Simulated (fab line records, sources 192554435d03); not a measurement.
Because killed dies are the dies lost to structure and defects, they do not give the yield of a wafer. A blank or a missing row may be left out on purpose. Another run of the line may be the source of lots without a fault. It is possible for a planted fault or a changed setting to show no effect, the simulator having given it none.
fab line records	flow n5-finfet	part 2 of 2: steps 4 to 6 of 6
record lots=21	wafers=63	last-day=21
route steps=1938 shown DUMMY_GATE@235 SD_EPI_N@274 SD_EPI_P@311 SDB@368 HKMG_FIN@398
lots with no fault: from the same line, run without faults
start-h: start of the lot's first displayed wafer, in hours after the record's first day	wait-h: hours elapsed since this lot's preceding step	" same as the row above	L1.1+2: several wafers, shown together as one row	- either no value or no given start	* or withheld: withheld	< > ~ a bound
route shown NAME@n: a module of which the file shows steps, and the number in the route of the first	usual: mean and standard deviation over wafers with no fault	same: alike in all rows	chamber/n: place in a boat	sites: the reading at each site	_std_site: how widely they spread, as a standard deviation	_edge_site: the outer-site mean with the inner-site mean subtracted	radius-mm: how far each site lies from the wafer's centre	mask NAME#n: copy n	behind: the last tool/chamber to shape the wafer	hold: what put the lot on hold/how long, in hours/how the hold closed	device: the n, p or np transistor that did not switch	end of line: the same wafers' tests at the end of the route	a step without rows: its recipe alone	killed: the dies lost at the first sort to structure and to defects; this is not the yield of the wafer	map: dies across one wafer; x = killed, . = not, _ = none there
set.NAME: the setting as run; set.NAME@STEP: as run at that earlier step	model.NAME: the simulator's own value behind a step, which no gauge read
one table for each step of the route and one row for each wafer, over a sample of lots
services: a tool's chamber out of use, with start hour (start-h, from the record's first day; less than 0 if before it), hours out, and reason
## steps
# step N5_SD_EPI_P_ETCH_47
# recipe chemistry=CH3F/O2	target=SiOCN	target-depth-a=250	mask-material=SOC	ion-energy-ev=60	bias-w=29	pressure-mtorr=30	source-w=410	Ar_flow_sccm=150	CH3F_flow_sccm=30	O2_flow_sccm=20
# usual drypump-motor-current-A=5.6/0.42	oes-product-au=0.77/0.061	rf-vpp-V=129/3.4	showerhead-plenum-p-Torr=2.02/0.076	throttle-valve-pct=16.34/0.22
lot.wafer	tool	chamber	start-h	wait-h	drypump-motor-current-A	oes-product-au	rf-hours-counter-h	rf-vpp-V	showerhead-plenum-p-Torr	throttle-valve-pct
L074.1	rie-diel-05	2	53.52	0.1	6.1	0.81	96	126	2.12	16.20
L074.4	"	0	"	"	5.0	0.75	142	130	1.92	16.38
L074.6	"	1	"	"	5.6	0.74	-	125	2.08	16.48
L075.2	rie-diel-02	2	59.33	0.1	5.0	0.74	186	127	2.06	16.29
L075.3	"	1	"	"	6.4	0.85	51	133	2.11	16.12
L075.4	"	3	"	"	5.7	0.87	48	137	1.94	16.41
L076.2	rie-diel-06	3	66.35	0.1	6.1	0.70	234	130	2.06	16.65
L076.4	"	2	"	"	5.6	0.74	186	124	2.00	16.33
L076.6	"	2	"	"	5.6	0.74	-	125	2.00	16.31
L077.2	rie-diel-05	2	71.17	0.1	6.1	0.81	98	128	2.12	16.21
L077.3	"	0	"	"	5.0	0.75	144	131	1.92	16.38
L077.5	"	1	"	"	5.5	0.73	-	124	2.08	16.51
L078.2	rie-diel-05	2	80.26	0.1	6.1	0.82	100	126	2.12	16.21
L078.4	"	1	"	"	5.6	0.74	176	124	2.08	16.49
L078.5	"	1	"	"	5.6	0.73	-	125	2.08	16.49
L079.4	rie-diel-06	1	85.89	0.1	5.6	0.86	50	129	2.10	15.87
L079.5	"	2	"	"	5.5	0.73	-	126	2.00	16.31
L079.6	"	1	"	"	5.6	0.86	-	129	2.10	15.88
L080.2	rie-diel-02	2	91.93	0.1	5.0	0.73	192	126	2.06	16.29
L080.4	"	0	"	"	4.8	0.72	210	129	1.89	16.70
L080.5	"	1	"	"	6.4	0.84	-	130	2.11	16.13
L081.3	rie-diel-05	2	97.59	0.1	6.2	0.81	103	128	2.12	16.21
L081.5	"	1	"	"	5.6	0.73	-	125	2.08	16.50
L081.6	"	0	"	"	5.0	0.73	-	131	1.91	16.37
L084.1	rie-diel-02	3	116.72	0.1	5.7	0.85	57	136	1.93	16.41
L084.4	"	1	"	"	6.4	0.84	63	132	2.11	16.15
L084.5	"	2	"	"	5.0	0.71	-	126	2.06	16.30
L085.2	rie-diel-06	0	123.02	0.1	5.8	0.80	107	132	2.01	16.45
L085.3	"	2	"	"	5.5	0.73	196	126	2.00	16.32
L085.4	"	1	"	"	5.5	0.85	57	129	2.09	15.87
L086.2	rie-diel-05	1	126.82	0.1	5.6	0.72	182	124	2.08	16.50
L086.3	"	0	"	"	5.0	0.74	152	131	1.91	16.39
L086.4	"	2	"	"	6.1	0.81	105	126	2.12	16.24
L087.1	rie-diel-02	1	130.13	0.1	6.4	0.83	65	132	2.11	16.14
L087.2	"	0	"	"	4.8	0.71	218	130	1.88	16.71
L087.6	"	0	"	"	4.8	0.71	-	129	1.88	16.71
L088.2	rie-diel-02	2	135.87	0.1	5.0	0.71	201	126	2.06	16.31
L088.5	"	1	"	"	6.4	0.82	-	132	2.11	16.15
L088.6	"	0	"	"	4.8	0.72	-	131	1.88	16.72
L089.1	rie-diel-06	1	143.16	0.1	5.5	0.84	62	129	2.09	15.91
L089.2	"	2	"	"	5.5	0.72	201	127	2.00	16.35
L089.4	"	2	"	"	5.5	0.72	-	125	2.00	16.33
L090.3	rie-diel-02	1	151.90	0.1	6.4	0.82	70	132	2.11	16.16
L090.4	"	2	"	"	5.0	0.71	204	126	2.06	16.31
L090.6	"	3	"	"	5.7	0.85	-	137	1.93	16.44
L091.3	rie-diel-05	1	156.84	0.1	5.5	0.72	188	125	2.08	16.53
L091.4	"	2	"	"	6.1	0.80	111	127	2.11	16.25
L091.5	"	1	"	"	5.6	0.72	-	124	2.08	16.51
L092.2	rie-diel-02	2	162.95	0.1	5.0	0.71	208	126	2.05	16.33
L092.3	"	1	"	"	6.4	0.82	74	129	2.11	16.16
L092.5	"	2	"	"	5.0	0.70	-	126	2.05	16.31
L093.2	rie-diel-06	1	168.33	0.1	5.6	0.83	71	130	2.09	15.91
L093.3	"	2	"	"	5.5	0.72	210	125	1.99	16.36
L093.6	"	2	"	"	5.5	0.71	-	126	1.99	16.35
L094.2	rie-diel-06	2	178.23	0.1	5.4	0.71	216	125	1.99	16.37
L094.3	"	1	"	"	5.5	0.82	77	129	2.09	15.92
L094.4	"	1	"	"	5.5	0.81	-	130	2.09	15.90
L095.1	rie-diel-06	2	180.72	0.1	5.6	0.71	218	126	1.99	16.38
L095.2	"	0	"	"	5.8	0.77	129	131	2.00	16.49
L095.6	"	2	"	"	5.6	0.71	-	126	1.99	16.37
L096.1	rie-diel-02	3	186.14	0.1	5.7	0.84	74	137	1.93	16.46
L096.2	"	0	"	"	4.8	0.71	232	129	1.88	16.75
L096.5	"	3	"	"	5.7	0.84	-	137	1.93	16.44
# step N5_SDB_ETCH_25
# recipe chemistry=C4F6/O2	target=SiO2	target-depth-a=100	time-s=3.3	ion-energy-ev=250	mask-material=SiNx	pressure-mtorr=30	source-w=345	bias-w=185	Ar_flow_sccm=300	C4F6_flow_sccm=10	O2_flow_sccm=10
# usual drypump-motor-current-A=5.68/0.21	oes-product-au=0.77/0.069	rf-vpp-V=667/26	showerhead-plenum-p-Torr=2.84/0.082	throttle-valve-pct=21.24/0.16
lot.wafer	tool	chamber	start-h	wait-h	drypump-motor-current-A	oes-product-au	rf-hours-counter-h	rf-vpp-V	showerhead-plenum-p-Torr	throttle-valve-pct
L074.1	rie-diel-04	3	64.87	0.0	5.23	0.77	133	681	2.93	21.30
L074.4	"	0	"	"	5.86	0.71	237	672	2.80	21.53
L074.6	"	3	"	"	5.24	0.78	-	682	2.93	21.29
L075.2	rie-diel-03	1	70.79	0.0	5.78	0.84	73	634	2.77	21.33
L075.3	"	2	"	"	5.99	0.77	135	664	2.96	21.11
L075.4	"	1	"	"	5.78	0.84	-	633	2.77	21.33
L076.2	rie-diel-04	3	77.84	0.0	5.24	0.77	135	683	2.93	21.30
L076.4	"	0	"	"	5.85	0.71	240	673	2.80	21.53
L076.6	"	1	"	"	5.92	0.71	-	673	2.77	21.18
L077.2	rie-diel-04	3	82.85	0.0	5.24	0.76	136	682	2.93	21.31
L077.3	"	2	"	"	5.46	0.70	206	682	2.94	21.19
L077.5	"	0	"	"	5.87	0.70	-	672	2.80	21.52
L078.2	rie-diel-01	0	91.75	0.1	5.76	0.87	61	628	2.78	21.11
L078.4	"	3	"	"	5.87	0.68	219	691	2.80	20.99
L078.5	"	2	"	"	5.64	0.77	-	694	2.86	21.54
L079.4	rie-diel-03	1	97.95	0.1	5.79	0.83	-	632	2.77	21.33
L079.5	"	2	"	"	5.97	0.75	-	664	2.95	21.12
L079.6	"	0	"	"	5.52	0.73	-	640	2.82	21.15
L080.2	rie-diel-04	3	103.65	0.3	5.22	0.76	139	682	2.93	21.30
L080.4	"	2	"	"	5.40	0.71	209	682	2.94	21.18
L080.5	"	0	"	"	5.87	0.69	-	673	2.79	21.52
L081.3	rie-diel-01	2	108.78	0.0	5.63	0.76	135	694	2.86	21.55
L081.5	"	0	"	"	5.73	0.86	-	628	2.78	21.12
L081.6	"	1	"	"	5.56	0.89	-	716	3.01	21.20
L084.1	rie-diel-03	0	128.30	0.0	5.52	0.72	183	638	2.82	21.14
L084.4	"	3	"	"	5.66	0.79	-	652	2.76	21.09
L084.5	"	1	"	"	5.77	0.82	-	633	2.76	21.36
L085.2	rie-diel-03	1	134.45	0.2	5.77	0.82	93	634	2.76	21.35
L085.3	"	3	"	"	5.67	0.81	109	652	2.76	21.13
L085.4	"	0	"	"	5.52	0.72	184	640	2.82	21.13
L086.2	rie-diel-01	2	138.59	0.0	5.62	0.76	143	694	2.85	21.55
L086.3	"	1	"	"	5.55	0.88	48	713	3.00	21.24
L086.4	"	0	"	"	5.74	0.85	71	628	2.78	21.13
L087.1	rie-diel-04	1	142.20	0.0	5.90	0.70	249	674	2.76	21.21
L087.2	"	2	"	"	5.43	0.70	221	681	2.93	21.20
L087.6	"	2	"	"	5.39	0.69	-	683	2.93	21.21
L088.2	rie-diel-04	0	148.43	0.3	5.86	1.00	1	673	2.79	21.17
L088.5	"	2	"	"	5.42	0.70	-	681	2.93	21.21
L088.6	"	3	"	"	5.23	0.76	-	683	2.92	21.33
L089.1	rie-diel-01	3	155.01	0.0	5.88	0.68	236	691	2.79	21.02
L089.2	"	0	"	"	5.75	0.85	77	628	2.77	21.13
L089.4	"	1	"	"	5.51	0.86	55	713	3.00	21.23
L090.3	rie-diel-01	0	163.62	0.1	5.78	0.84	81	627	2.77	21.13
L090.4	"	3	"	"	5.88	0.68	239	689	2.79	21.03
L090.6	"	2	"	"	5.64	0.74	-	693	2.85	21.58
L091.3	rie-diel-03	0	168.20	0.0	5.53	0.71	195	639	2.81	21.17
L091.4	"	1	"	"	5.78	0.81	104	633	2.76	21.38
L091.5	"	1	"	"	5.78	0.80	-	632	2.76	21.37
L092.2	rie-diel-03	0	175.23	0.5	5.53	0.71	198	638	2.81	21.18
L092.3	"	1	"	"	5.78	0.81	107	633	2.76	21.38
L092.5	"	1	"	"	5.78	0.81	-	633	2.76	21.36
L093.2	rie-diel-03	1	179.69	0.1	5.74	0.80	109	633	2.76	21.37
L093.3	"	3	"	"	5.64	0.79	126	649	2.75	21.14
L093.6	"	1	"	"	5.76	0.80	-	632	2.76	21.36
L094.2	rie-diel-01	3	191.14	0.3	5.87	0.67	250	691	2.79	21.04
L094.3	"	2	"	"	5.65	0.74	164	692	2.85	21.58
L094.4	"	1	"	"	5.55	0.85	70	713	2.99	21.24
L095.1	rie-diel-03	2	194.25	0.0	5.93	0.73	175	665	2.94	21.18
L095.2	"	0	"	"	5.52	0.70	206	640	2.81	21.15
L095.6	"	0	"	"	5.53	0.71	-	638	2.81	21.17
L096.1	rie-diel-03	0	198.22	0.0	5.53	0.70	207	640	2.81	21.18
L096.2	"	2	"	"	5.96	0.73	175	663	2.94	21.17
L096.5	"	1	"	"	5.79	0.79	-	635	2.75	21.39
# step N5_HKMG_FIN_CD_MEAS_49
# recipe target-cd-nm=202	landing-energy-ev=500	detector=se-inlens	polarity=opening
# usual cd-nm=201.5/0.78
lot.wafer	tool	chamber	start-h	wait-h	cd-nm
L074.1	cd-sem-01	0	69.82	-	200.9
L074.4	"	0	"	"	202.0
L074.6	"	0	"	"	201.3
L075.2	cd-sem-02	0	75.69	-	202.6
L075.3	"	0	"	"	201.9
L075.4	"	0	"	"	201.6
L076.2	cd-sem-01	0	82.73	-	199.6
L076.4	"	0	"	"	201.7
L076.6	"	0	"	"	200.5
L077.2	cd-sem-01	0	87.82	-	200.7
L077.3	"	0	"	"	200.1
L077.5	"	0	"	"	201.0
L078.2	cd-sem-02	0	96.60	-	202.6
L078.4	"	0	"	"	200.6
L078.5	"	0	"	"	201.8
L079.4	cd-sem-02	0	103.39	-	202.9
L079.5	"	0	"	"	200.5
L079.6	"	0	"	"	201.6
L080.2	cd-sem-02	0	108.50	-	201.7
L080.4	"	0	"	"	201.5
L080.5	"	0	"	"	201.9
L081.3	cd-sem-01	0	113.54	-	200.6
L081.5	"	0	"	"	201.9
L081.6	"	0	"	"	202.5
L084.1	cd-sem-01	0	133.10	-	201.6
L084.4	"	0	"	"	201.5
L084.5	"	0	"	"	202.1
L085.2	cd-sem-01	0	139.42	-	202.6
L085.3	"	0	"	"	201.8
L085.4	"	0	"	"	201.2
L086.2	cd-sem-03	0	143.54	-	201.1
L086.3	"	0	"	"	201.6
L086.4	"	0	"	"	202.1
L087.1	cd-sem-01	0	147.26	-	202.8
L087.2	"	0	"	"	201.5
L087.6	"	0	"	"	201.2
L088.2	cd-sem-01	0	153.51	-	203.3
L088.5	"	0	"	"	201.2
L088.6	"	0	"	"	201.1
L089.1	cd-sem-02	0	159.89	-	202.1
L089.2	"	0	"	"	201.0
L089.4	"	0	"	"	201.9
L090.3	cd-sem-01	0	168.49	-	201.5
L090.4	"	0	"	"	200.8
L090.6	"	0	"	"	201.7
L091.3	cd-sem-01	0	173.22	-	200.6
L091.4	"	0	"	"	201.7
L091.5	"	0	"	"	201.3
L092.2	cd-sem-03	0	180.60	-	201.7
L092.3	"	0	"	"	200.6
L092.5	"	0	"	"	201.3
L093.2	cd-sem-01	0	184.66	-	201.3
L093.3	"	0	"	"	201.5
L093.6	"	0	"	"	201.6
L094.2	cd-sem-03	0	196.55	-	201.4
L094.3	"	0	"	"	200.2
L094.4	"	0	"	"	201.9
L095.1	cd-sem-02	0	199.61	-	200.2
L095.2	"	0	"	"	201.5
L095.6	"	0	"	"	202.2
L096.1	cd-sem-02	0	203.27	-	202.3
L096.2	"	0	"	"	202.5
L096.5	"	0	"	"	200.7
## services
tool	chamber	start-h	hours	kind
rie-diel-01	-	34.96	2.1	repair
rie-diel-05	3	36.76	2.9	repair
rie-diel-04	-	50.82	2.8	pm
rie-diel-01	0	54.23	13.5	repair
rie-diel-03	0	56.45	17.9	repair
rie-diel-03	3	73.73	36.7	repair
rie-diel-04	3	94.76	1.6	repair
rie-diel-05	-	95.09	0.1	repair
rie-diel-01	-	114.20	2.8	pm
rie-diel-03	2	115.16	18.1	repair
rie-diel-04	0	128.41	-	clean
rie-diel-04	0	128.41	-	consumable-replace:focus-ring
rie-diel-04	0	128.41	18.3	scheduled-down
rie-diel-04	0	128.41	18.3	vent-cycle
rie-diel-06	3	141.41	1.3	repair
rie-diel-04	1	146.94	-	clean
rie-diel-06	3	156.83	2.9	repair
rie-diel-06	3	159.87	-	clean
rie-diel-06	3	159.87	-	consumable-replace:focus-ring
rie-diel-06	3	159.87	22.0	scheduled-down
rie-diel-06	3	159.87	22.0	vent-cycle
rie-diel-02	-	169.40	14.6	pm
rie-diel-05	3	183.44	8.8	repair
rie-diel-02	-	192.18	1.3	repair
